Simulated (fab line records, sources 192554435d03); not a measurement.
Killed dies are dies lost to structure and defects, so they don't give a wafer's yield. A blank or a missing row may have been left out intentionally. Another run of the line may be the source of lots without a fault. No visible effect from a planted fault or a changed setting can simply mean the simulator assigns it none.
Matching of chambers -- flow n5 finfet -- pecvd-02 running N5_BEOL_M7_DEP_56: 3 sister chambers
The step deposits SiCN from 3MS/NH3, target thk 10 nm, time 17.5 s. 18 wafers are shown with their chamber, then 9 later ones without.

EACH WAFER AND ITS CHAMBER
wafer,chamber,throttle valve pct (%),showerhead plenum p Torr (Torr),chamber pressure Torr (Torr)
L074.2,0,10.1,3.653,2.989
L074.3,2,9.1,3.681,2.996
L074.5,0,10.0,3.656,2.995
L075.1,2,9.4,3.675,2.998
L075.5,1,8.8,3.675,3.007
L075.6,2,9.0,3.673,3.006
L077.2,2,9.4,3.668,2.993
L077.5,2,9.0,3.680,2.989
L077.6,0,10.1,3.649,2.995
L078.3,0,9.8,3.650,2.999
L078.5,0,10.0,3.642,3.005
L078.6,2,9.3,3.673,3.001
L083.2,2,9.2,3.682,3.011
L083.5,2,9.2,3.677,2.996
L083.6,1,9.0,3.686,3.003
L089.1,2,9.5,3.683,3.000
L089.2,1,9.0,3.678,2.994
L089.5,1,9.0,3.672,2.994

SIGNATURES (averages over the wafers above)
reading,chamber 0,chamber 1,chamber 2,scatter within a chamber
throttle valve pct,10.000,8.950,9.233,0.153
showerhead plenum p Torr,3.65000,3.67775,3.67689,0.0053
chamber pressure Torr,2.99660,2.99950,2.99889,0.00643
Rule: for each reading, subtract the chamber's mean from the wafer's reading, divide by that reading's scatter and square the result; add these up over the readings and take the root, which gives the wafer's distance from the chamber. The wafer belongs to the nearest chamber; if the next one is less than 2 further off, it can't be placed. The scatter: take each reading less its chamber's mean, square it, sum over the shown wafers, divide by the number of wafers less the number of chambers, and take the root.

WAFERS WITH NO CHAMBER GIVEN
wafer,throttle valve pct (%),showerhead plenum p Torr (Torr),chamber pressure Torr (Torr)
L091.1,9.3,3.686,3.009
L091.2,9.7,3.650,3.011
L091.5,9.9,3.667,3.011
L090.1,9.9,3.655,3.006
L090.3,9.1,3.687,3.009
L090.4,9.0,3.678,2.999
L095.2,9.9,3.639,2.988
L095.3,8.9,3.684,2.994
L095.4,9.7,3.656,2.985

CHAMBER TAKEN BY EACH
wafer,from the rows above,in truth
L091.1,can't be placed: 2 or 1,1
L091.2,0,0
L091.5,can't be placed: 0 or 2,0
L090.1,0,0
L090.3,can't be placed: 1 or 2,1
L090.4,can't be placed: 1 or 2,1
L095.2,0,0
L095.3,can't be placed: 1 or 2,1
L095.4,0,0
4 of 9 placed correctly. Unplaceable from these rows: 5, with the true chamber sitting among the candidates in 5. Placed wrongly: 0.
